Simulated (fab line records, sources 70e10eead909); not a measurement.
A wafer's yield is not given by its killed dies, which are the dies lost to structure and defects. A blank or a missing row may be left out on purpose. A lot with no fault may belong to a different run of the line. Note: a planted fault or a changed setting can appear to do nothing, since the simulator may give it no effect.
What tool caused it? + flow nandHarc + 69 wafers from 23 lots sampled at 6 of the route's 1302 steps

WHAT EACH GAUGE READ, for each wafer
The record holds no reading of a measuring or inspecting step that can be judged against a usual standard deviation.

WHAT TOOL EACH LOT RAN ON (gives the tool, then ch and the chambers of the sampled wafers, and finally the start)
| lot  | NHARC_A_STAIRCASE_ETCH_13                    | NHARC_A_STAIRCASE_TRIM_16                    | NHARC_A_STAIRCASE_TRIM_20         | NHARC_A_STAIRCASE_TRIM_24     | NHARC_A_STAIRCASE_TRIM_193    | NHARC_A_STAIRCASE_ETCH_203    |
|------|----------------------------------------------|----------------------------------------------|-----------------------------------|-------------------------------|-------------------------------|-------------------------------|
| L075 | rieDiel-10 ch 1,2, day 16 08:57 or earlier   | rieDiel-10 ch 0,3, day 16 08:57 or earlier   | rieDiel-10 ch 0,1, day 16 08:57   | rieDiel-10 ch 0,1, no start   | rieDiel-07 ch 0,1,3, no start | rieDiel-07 ch 0,1,3, no start |
| L074 | rieDiel-07 ch 1,3, day 16 09:10 or earlier   | rieDiel-07 ch 0,1,2, day 16 09:10 or earlier | rieDiel-07 ch 0,2,3, day 16 09:10 | rieDiel-07 ch 0,1,3, no start | rieDiel-02 ch 0,1,2, no start | rieDiel-02 ch 0,2,3, no start |
| L077 | rieDiel-07 ch 1,2,3, day 16 15:16 or earlier | rieDiel-07 ch 0,2,3, day 16 15:16 or earlier | rieDiel-02 ch 0,2,3, day 16 15:16 | rieDiel-02 ch 0,3, no start   | rieDiel-10 ch 0,1,2, no start | rieDiel-07 ch 0,3, no start   |
| L076 | rieDiel-10 ch 0,2,3, day 16 16:38 or earlier | rieDiel-10 ch 1,2,3, day 16 16:38 or earlier | rieDiel-02 ch 1,2,3, day 16 16:38 | rieDiel-02 ch 0,2,3, no start | rieDiel-10 ch 0,1,2, no start | rieDiel-07 ch 1,3, no start   |
| L078 | rieDiel-07 ch 0,1,2, day 17 21:24 or earlier | rieDiel-07 ch 0,1,2, day 17 21:24 or earlier | rieDiel-07 ch 2,3, day 17 21:24   | rieDiel-07 ch 0,2,3, no start | rieDiel-07 ch 0,3, no start   | rieDiel-07 ch 0,1, no start   |
| L079 | rieDiel-02 ch 1,2, day 17 20:54 or earlier   | rieDiel-02 ch 1,2,3, day 17 20:54 or earlier | rieDiel-02 ch 0,2,3, day 17 20:54 | rieDiel-02 ch 0,2,3, no start | rieDiel-07 ch 0,2,3, no start | rieDiel-07 ch 0,2,3, no start |
| L080 | rieDiel-10 ch 2,3, day 18 08:28 or earlier   | rieDiel-10 ch 0,1,3, day 18 08:28 or earlier | rieDiel-10 ch 2,3, day 18 08:28   | rieDiel-10 ch 0,1,2, no start | rieDiel-10 ch 1,2, no start   | rieDiel-02 ch 0,1,3, no start |
| L081 | rieDiel-07 ch 1,2,3, day 18 08:49 or earlier | rieDiel-07 ch 1,2, day 18 08:49 or earlier   | rieDiel-02 ch 1,2, day 18 08:49   | rieDiel-02 ch 1,2,3, no start | rieDiel-07 ch 0,1, no start   | rieDiel-07 ch 0,1, no start   |
| L082 | rieDiel-10 ch 0,1,3, day 19 13:01 or earlier | rieDiel-10 ch 0,1,2, day 19 13:01 or earlier | rieDiel-07 ch 0,1,3, day 19 13:01 | rieDiel-07 ch 0,1,3, no start | rieDiel-10 ch 1,2,3, no start | rieDiel-02 ch 1,2,3, no start |
| L083 | rieDiel-02 ch 1,2,3, day 20 00:45 or earlier | rieDiel-02 ch 1,2,3, day 20 00:45 or earlier | rieDiel-02 ch 0,1,2, day 20 00:45 | rieDiel-02 ch 0,1,3, no start | rieDiel-10 ch 0,1,3, no start | rieDiel-02 ch 0,1,3, no start |
| L084 | rieDiel-07 ch 0,2,3, day 20 05:03 or earlier | rieDiel-07 ch 1,2,3, day 20 05:03 or earlier | rieDiel-07 ch 0,2,3, day 20 05:03 | rieDiel-07 ch 0,3, no start   | rieDiel-02 ch 0,1,2, no start | rieDiel-02 ch 0,3, no start   |
| L085 | rieDiel-02 ch 0,2,3, day 20 05:28 or earlier | rieDiel-02 ch 0,1,2, day 20 05:28 or earlier | rieDiel-02 ch 0,1,2, day 20 05:28 | rieDiel-02 ch 1,2,3, no start | rieDiel-02 ch 0,1,3, no start | rieDiel-10 ch 0,1,3, no start |
| L086 | rieDiel-10 ch 0,3, day 20 17:17 or earlier   | rieDiel-10 ch 1,2, day 20 17:17 or earlier   | rieDiel-02 ch 0,2,3, day 20 17:17 | rieDiel-02 ch 0,2,3, no start | rieDiel-02 ch 0,2,3, no start | rieDiel-02 ch 2,3, no start   |
| L087 | rieDiel-07 ch 0,1, day 21 05:07 or earlier   | rieDiel-07 ch 0,1,3, day 21 05:07 or earlier | rieDiel-10 ch 0,1, day 21 05:07   | rieDiel-10 ch 1,2,3, no start | rieDiel-07 ch 1,2, no start   | rieDiel-07 ch 0,1,3, no start |
| L088 | rieDiel-02 ch 0,2,3, day 22 01:38 or earlier | rieDiel-02 ch 2,3, day 22 01:38 or earlier   | rieDiel-02 ch 0,2,3, day 22 01:38 | rieDiel-02 ch 0,2,3, no start | rieDiel-02 ch 0,1,2, no start | rieDiel-10 ch 0,3, no start   |
| L090 | rieDiel-10 ch 0,1,3, day 22 19:59 or earlier | rieDiel-10 ch 2,3, day 22 19:59 or earlier   | rieDiel-02 ch 0,3, day 22 19:59   | rieDiel-02 ch 2,3, no start   | rieDiel-10 ch 1,2,3, no start | rieDiel-07 ch 1,2, no start   |
| L091 | rieDiel-02 ch 0,1,2, day 23 10:32 or earlier | rieDiel-02 ch 0,2,3, day 23 10:32 or earlier | rieDiel-07 ch 1,2,3, day 23 10:32 | rieDiel-07 ch 1,2,3, no start | rieDiel-10 ch 0,1,2, no start | rieDiel-02 ch 0,1,3, no start |
| L092 | rieDiel-07 ch 0,1,2, day 23 17:49 or earlier | rieDiel-07 ch 0,1,3, day 23 17:49 or earlier | rieDiel-07 ch 0,2,3, day 23 17:49 | rieDiel-07 ch 0,2,3, no start | rieDiel-10 ch 0,1,2, no start | rieDiel-10 ch 0,1,2, no start |
| L093 | rieDiel-07 ch 0,1,3, day 23 21:01 or earlier | rieDiel-07 ch 0,1,3, day 23 21:01 or earlier | rieDiel-07 ch 0,1,2, day 23 21:01 | rieDiel-07 ch 0,2,3, no start | rieDiel-02 ch 0,1,3, no start | rieDiel-10 ch 0,1,2, no start |
| L094 | rieDiel-10 ch 0,3, day 24 05:28 or earlier   | rieDiel-10 ch 0,1,3, day 24 05:28 or earlier | rieDiel-10 ch 1,2,3, day 24 05:28 | rieDiel-10 ch 0,2,3, no start | rieDiel-02 ch 0,3, no start   | rieDiel-02 ch 1,3, no start   |
| L095 | rieDiel-10 ch 0,2,3, day 25 05:14 or earlier | rieDiel-10 ch 1,2, day 25 05:14 or earlier   | rieDiel-10 ch 0,2,3, day 25 05:14 | rieDiel-10 ch 0,1, no start   | rieDiel-07 ch 1,2,3, no start | rieDiel-02 ch 0,1, no start   |
| L097 | rieDiel-07 ch 0,1,2, day 25 06:35 or earlier | rieDiel-07 ch 2,3, day 25 06:35 or earlier   | rieDiel-10 ch 0,1, day 25 06:35   | rieDiel-10 ch 1,2, no start   | rieDiel-02 ch 2,3, no start   | rieDiel-07 ch 0,1, no start   |
| L096 | rieDiel-02 ch 0,1,3, day 25 06:53 or earlier | rieDiel-02 ch 0,2,3, day 25 06:53 or earlier | rieDiel-02 ch 0,1,2, day 25 06:53 | rieDiel-02 ch 1,3, no start   | rieDiel-10 ch 0,1, no start   | rieDiel-10 ch 1,3, no start   |
- NHARC_A_STAIRCASE_ETCH_13: etches the open film in C4F8/O2, target depth 100 nm, time 40.5 s.
- NHARC_A_STAIRCASE_TRIM_16: chemistry O2, time 211.2 s.
- NHARC_A_STAIRCASE_TRIM_20: chemistry O2, time 211.2 s.
- NHARC_A_STAIRCASE_TRIM_24: chemistry O2, time 211.2 s.
- NHARC_A_STAIRCASE_TRIM_193: chemistry O2, time 211.2 s.
- NHARC_A_STAIRCASE_ETCH_203: etches the open film in C4F8/O2, target depth 100 nm, time 40.5 s.

AS READ BY THE TOOLS THEMSELVES (means over the sampled wafers that have a number; for cases with no such wafer, the mark the record gives instead)
NHARC_A_STAIRCASE_ETCH_13.
| lot  | tool       | oesProductAu (a.u.) | rfVppV (V) |
|------|------------|---------------------|------------|
| L075 | rieDiel-10 | 0.960               | 891        |
| L074 | rieDiel-07 | 0.954               | 898        |
| L077 | rieDiel-07 | 0.952               | 895        |
| L076 | rieDiel-10 | 0.934               | 896        |
| L078 | rieDiel-07 | 0.924               | 891        |
| L079 | rieDiel-02 | 0.944               | 901        |
| L080 | rieDiel-10 | 0.949               | 891        |
| L081 | rieDiel-07 | 0.943               | 894        |
| L082 | rieDiel-10 | 0.943               | 894        |
| L083 | rieDiel-02 | 0.924               | 899        |
| L084 | rieDiel-07 | 0.946               | 891        |
| L085 | rieDiel-02 | 0.949               | 900        |
| L086 | rieDiel-10 | 0.934               | 900        |
| L087 | rieDiel-07 | 0.938               | 893        |
| L088 | rieDiel-02 | 0.916               | 899        |
| L090 | rieDiel-10 | 0.950               | 894        |
| L091 | rieDiel-02 | 0.939               | 899        |
| L092 | rieDiel-07 | 0.955               | 891        |
| L093 | rieDiel-07 | 0.938               | 894        |
| L094 | rieDiel-10 | 0.946               | 896        |
| L095 | rieDiel-10 | 0.924               | 895        |
| L097 | rieDiel-07 | 0.938               | 891        |
| L096 | rieDiel-02 | 0.933               | 901        |

NHARC_A_STAIRCASE_TRIM_16.
| lot  | tool       | drypumpMotorCurrentA (A) | oesProductAu (a.u.) | rfVppV (V) | showerheadPlenumPTorr (Torr) | throttleValvePct (%) |
|------|------------|--------------------------|---------------------|------------|------------------------------|----------------------|
| L075 | rieDiel-10 | 5.3                      | 1.005               | 57.9       | 3.53                         | 17.029               |
| L074 | rieDiel-07 | 5.8                      | 0.996               | 57.2       | 3.41                         | 17.034               |
| L077 | rieDiel-07 | 6.0                      | 1.006               | 58.1       | 3.43                         | 17.044               |
| L076 | rieDiel-10 | 5.3                      | 1.006               | 57.8       | 3.38                         | 17.043               |
| L078 | rieDiel-07 | 5.9                      | 0.999               | 56.7       | 3.41                         | 17.033               |
| L079 | rieDiel-02 | 5.5                      | 0.997               | 57.8       | 3.66                         | 17.040               |
| L080 | rieDiel-10 | 5.7                      | 1.016               | 57.7       | 3.49                         | 17.033               |
| L081 | rieDiel-07 | 5.9                      | 1.003               | 56.7       | 3.39                         | 17.042               |
| L082 | rieDiel-10 | 5.6                      | 0.997               | 57.5       | 3.49                         | 17.035               |
| L083 | rieDiel-02 | 5.5                      | 0.983               | 57.8       | 3.65                         | 17.045               |
| L084 | rieDiel-07 | 6.0                      | 1.003               | 58.2       | 3.47                         | 17.035               |
| L085 | rieDiel-02 | 5.5                      | 1.004               | 58.0       | 3.61                         | 17.048               |
| L086 | rieDiel-10 | 5.2                      | 1.002               | 56.8       | 3.36                         | 17.042               |
| L087 | rieDiel-07 | 5.9                      | 0.975               | 57.3       | 3.48                         | 17.037               |
| L088 | rieDiel-02 | 5.5                      | 0.988               | 57.0       | 3.64                         | 17.041               |
| L090 | rieDiel-10 | 4.9                      | 0.999               | 57.9       | 3.38                         | 17.036               |
| L091 | rieDiel-02 | 5.5                      | 0.983               | 57.3       | 3.60                         | 17.048               |
| L092 | rieDiel-07 | 6.0                      | 0.993               | 57.6       | 3.47                         | 17.034               |
| L093 | rieDiel-07 | 5.9                      | 0.988               | 57.9       | 3.47                         | 17.042               |
| L094 | rieDiel-10 | 5.7                      | 0.998               | 57.3       | 3.47                         | 17.042               |
| L095 | rieDiel-10 | 5.2                      | 1.018               | 58.0       | 3.34                         | 17.028               |
| L097 | rieDiel-07 | 6.2                      | 0.984               | 57.8       | 3.46                         | 17.038               |
| L096 | rieDiel-02 | 5.5                      | 1.004               | 57.9       | 3.59                         | 17.033               |

NHARC_A_STAIRCASE_TRIM_20.
| lot  | tool       | drypumpMotorCurrentA (A) | oesProductAu (a.u.) | rfVppV (V) | showerheadPlenumPTorr (Torr) | throttleValvePct (%) |
|------|------------|--------------------------|---------------------|------------|------------------------------|----------------------|
| L075 | rieDiel-10 | 6.0                      | 1.023               | 58.7       | 3.63                         | 17.030               |
| L074 | rieDiel-07 | 6.0                      | 0.999               | 58.3       | 3.43                         | 17.034               |
| L077 | rieDiel-02 | 5.5                      | 0.985               | 58.1       | 3.62                         | 17.039               |
| L076 | rieDiel-02 | 5.5                      | 0.982               | 58.1       | 3.66                         | 17.039               |
| L078 | rieDiel-07 | 6.1                      | 0.998               | 57.1       | 3.41                         | 17.038               |
| L079 | rieDiel-02 | 5.5                      | 0.987               | 57.8       | 3.62                         | 17.041               |
| L080 | rieDiel-10 | 4.9                      | 1.016               | 58.1       | 3.40                         | 17.037               |
| L081 | rieDiel-02 | 5.8                      | 0.995               | 58.6       | 3.57                         | 17.030               |
| L082 | rieDiel-07 | 6.0                      | 0.999               | 58.0       | 3.48                         | 17.029               |
| L083 | rieDiel-02 | 5.5                      | 0.989               | 57.8       | 3.61                         | 17.034               |
| L084 | rieDiel-07 | 6.0                      | 0.992               | 58.4       | 3.41                         | 17.041               |
| L085 | rieDiel-02 | 5.5                      | 0.993               | 57.8       | 3.61                         | 17.032               |
| L086 | rieDiel-02 | 5.5                      | 0.987               | 57.4       | 3.61                         | 17.031               |
| L087 | rieDiel-10 | 6.0                      | 1.000               | 57.6       | 3.45                         | 17.040               |
| L088 | rieDiel-02 | 5.5                      | 0.994               | 58.5       | 3.60                         | 17.040               |
| L090 | rieDiel-02 | 5.2                      | 0.990               | 58.3       | 3.69                         | 17.038               |
| L091 | rieDiel-07 | 6.0                      | 0.995               | 57.2       | 3.46                         | 17.046               |
| L092 | rieDiel-07 | 6.0                      | 1.001               | 57.4       | 3.40                         | 17.040               |
| L093 | rieDiel-07 | 5.8                      | 0.986               | 57.6       | 3.38                         | 17.039               |
| L094 | rieDiel-10 | 5.2                      | 1.001               | 57.1       | 3.35                         | 17.037               |
| L095 | rieDiel-10 | 5.3                      | 1.004               | 57.8       | 3.49                         | 17.043               |
| L097 | rieDiel-10 | 6.0                      | 1.018               | 57.7       | 3.59                         | 17.037               |
| L096 | rieDiel-02 | 5.5                      | 0.997               | 57.9       | 3.59                         | 17.045               |

NHARC_A_STAIRCASE_TRIM_24.
| lot  | tool       | drypumpMotorCurrentA (A) | oesProductAu (a.u.) | rfVppV (V) | showerheadPlenumPTorr (Torr) | throttleValvePct (%) |
|------|------------|--------------------------|---------------------|------------|------------------------------|----------------------|
| L075 | rieDiel-10 | 6.0                      | 1.026               | 58.8       | 3.63                         | 17.033               |
| L074 | rieDiel-07 | 6.0                      | 0.996               | 57.8       | 3.50                         | 17.032               |
| L077 | rieDiel-02 | 5.3                      | 0.994               | 58.0       | 3.67                         | 17.026               |
| L076 | rieDiel-02 | 5.5                      | 0.984               | 58.1       | 3.62                         | 17.034               |
| L078 | rieDiel-07 | 6.0                      | 0.988               | 56.9       | 3.42                         | 17.046               |
| L079 | rieDiel-02 | 5.5                      | 0.993               | 57.8       | 3.62                         | 17.031               |
| L080 | rieDiel-10 | 5.6                      | 1.016               | 57.9       | 3.49                         | 17.036               |
| L081 | rieDiel-02 | 5.5                      | 0.997               | 57.9       | 3.66                         | 17.034               |
| L082 | rieDiel-07 | 6.0                      | 0.996               | 58.4       | 3.48                         | 17.045               |
| L083 | rieDiel-02 | 5.2                      | 0.993               | 57.5       | 3.70                         | 17.039               |
| L084 | rieDiel-07 | 6.0                      | 0.988               | 58.1       | 3.42                         | 17.029               |
| L085 | rieDiel-02 | 5.5                      | 0.991               | 58.5       | 3.65                         | 17.038               |
| L086 | rieDiel-02 | 5.4                      | 0.989               | 57.7       | 3.61                         | 17.033               |
| L087 | rieDiel-10 | 5.2                      | 1.004               | 57.7       | 3.36                         | 17.043               |
| L088 | rieDiel-02 | 5.5                      | 0.995               | 57.2       | 3.60                         | 17.037               |
| L090 | rieDiel-02 | 5.7                      | 0.984               | 57.9       | 3.56                         | 17.032               |
| L091 | rieDiel-07 | 6.0                      | 0.988               | 58.1       | 3.46                         | 17.040               |
| L092 | rieDiel-07 | 6.0                      | 0.993               | 56.3       | 3.40                         | 17.033               |
| L093 | rieDiel-07 | 6.0                      | 0.999               | 57.8       | 3.40                         | 17.035               |
| L094 | rieDiel-10 | 5.3                      | 1.005               | 58.1       | 3.50                         | 17.029               |
| L095 | rieDiel-10 | 6.0                      | 1.006               | 56.9       | 3.43                         | 17.037               |
| L097 | rieDiel-10 | 5.5                      | 1.010               | 57.2       | 3.31                         | 17.039               |
| L096 | rieDiel-02 | 5.2                      | 0.991               | 58.2       | 3.72                         | 17.025               |

NHARC_A_STAIRCASE_TRIM_193.
| lot  | tool       | drypumpMotorCurrentA (A) | oesProductAu (a.u.) | rfVppV (V) | showerheadPlenumPTorr (Torr) | throttleValvePct (%) |
|------|------------|--------------------------|---------------------|------------|------------------------------|----------------------|
| L075 | rieDiel-07 | 5.9                      | 1.004               | 57.6       | 3.50                         | 17.037               |
| L074 | rieDiel-02 | 5.4                      | 1.001               | 58.4       | 3.62                         | 17.032               |
| L077 | rieDiel-10 | 5.6                      | 1.022               | 57.6       | 3.50                         | 17.048               |
| L076 | rieDiel-10 | 5.6                      | 1.020               | 58.1       | 3.50                         | 17.033               |
| L078 | rieDiel-07 | 6.1                      | 1.003               | 57.6       | 3.50                         | 17.034               |
| L079 | rieDiel-07 | 6.0                      | 0.995               | 57.4       | 3.42                         | 17.042               |
| L080 | rieDiel-10 | 5.5                      | 1.005               | 58.2       | 3.34                         | 17.039               |
| L081 | rieDiel-07 | 5.8                      | 0.995               | 57.0       | 3.42                         | 17.033               |
| L082 | rieDiel-10 | 5.2                      | 1.007               | 57.6       | 3.37                         | 17.037               |
| L083 | rieDiel-10 | 5.6                      | 1.005               | 57.9       | 3.49                         | 17.039               |
| L084 | rieDiel-02 | 5.5                      | 0.995               | 58.0       | 3.61                         | 17.037               |
| L085 | rieDiel-02 | 5.2                      | 0.996               | 58.3       | 3.70                         | 17.037               |
| L086 | rieDiel-02 | 5.5                      | 0.988               | 57.6       | 3.61                         | 17.040               |
| L087 | rieDiel-07 | 5.9                      | 0.999               | 57.8       | 3.38                         | 17.038               |
| L088 | rieDiel-02 | 5.5                      | 0.993               | 58.0       | 3.60                         | 17.030               |
| L090 | rieDiel-10 | 5.2                      | 1.006               | 57.3       | 3.35                         | 17.029               |
| L091 | rieDiel-10 | 5.6                      | 1.012               | 58.2       | 3.47                         | 17.030               |
| L092 | rieDiel-10 | 5.6                      | 1.016               | 58.0       | 3.47                         | 17.040               |
| L093 | rieDiel-02 | 5.2                      | 0.998               | 57.9       | 3.68                         | 17.036               |
| L094 | rieDiel-02 | 5.3                      | 0.986               | 58.2       | 3.68                         | 17.036               |
| L095 | rieDiel-07 | 6.0                      | 0.992               | 58.4       | 3.45                         | 17.036               |
| L097 | rieDiel-02 | 5.5                      | 0.990               | 57.0       | 3.63                         | 17.033               |
| L096 | rieDiel-10 | 6.0                      | 1.007               | 57.5       | 3.43                         | 17.041               |

NHARC_A_STAIRCASE_ETCH_203.
| lot  | tool       | oesProductAu (a.u.) | rfVppV (V) |
|------|------------|---------------------|------------|
| L075 | rieDiel-07 | 0.943               | 895        |
| L074 | rieDiel-02 | 0.924               | 900        |
| L077 | rieDiel-07 | 0.939               | 895        |
| L076 | rieDiel-07 | 0.947               | 897        |
| L078 | rieDiel-07 | 0.936               | 891        |
| L079 | rieDiel-07 | 0.937               | 891        |
| L080 | rieDiel-02 | 0.955               | 903        |
| L081 | rieDiel-07 | 0.930               | 894        |
| L082 | rieDiel-02 | 0.933               | 901        |
| L083 | rieDiel-02 | 0.931               | 902        |
| L084 | rieDiel-02 | 0.933               | 901        |
| L085 | rieDiel-10 | 0.935               | 894        |
| L086 | rieDiel-02 | 0.917               | 900        |
| L087 | rieDiel-07 | 0.929               | 894        |
| L088 | rieDiel-10 | 0.956               | 900        |
| L090 | rieDiel-07 | 0.935               | 893        |
| L091 | rieDiel-02 | 0.930               | 902        |
| L092 | rieDiel-10 | 0.946               | 893        |
| L093 | rieDiel-10 | 0.952               | 894        |
| L094 | rieDiel-02 | 0.930               | 902        |
| L095 | rieDiel-02 | 0.943               | 901        |
| L097 | rieDiel-07 | 0.936               | 891        |
| L096 | rieDiel-10 | 0.946               | 888        |

THE ANSWER, worked out from the rows above alone
Rule: the usual values come from the lots themselves. Put in order of their means at a reading, lots are off if they are a third of the lots or fewer, leave a main group of 4 or more, and stand apart from it by a gap of 3 or more times the standard deviation of the main group's means; of several such gaps the widest counts. A main group is skipped when, at the precision printed for the reading in the tables above, its means are all equal. A lot without any number at a reading at which 4 lots or more have one is off too. The other lots that the step has rows for count as sound. After the gauges, taken in route order, come the tools' own readings; for these a lot's mean is taken, as printed above. The first step at which some lot is off is used, and at that step the reading that is off furthest; a lot without a number counts as furthest.
No lot is off at any reading shown: from this, nothing can be told.

WHAT HAD BEEN PUT IN BY THE SIMULATOR
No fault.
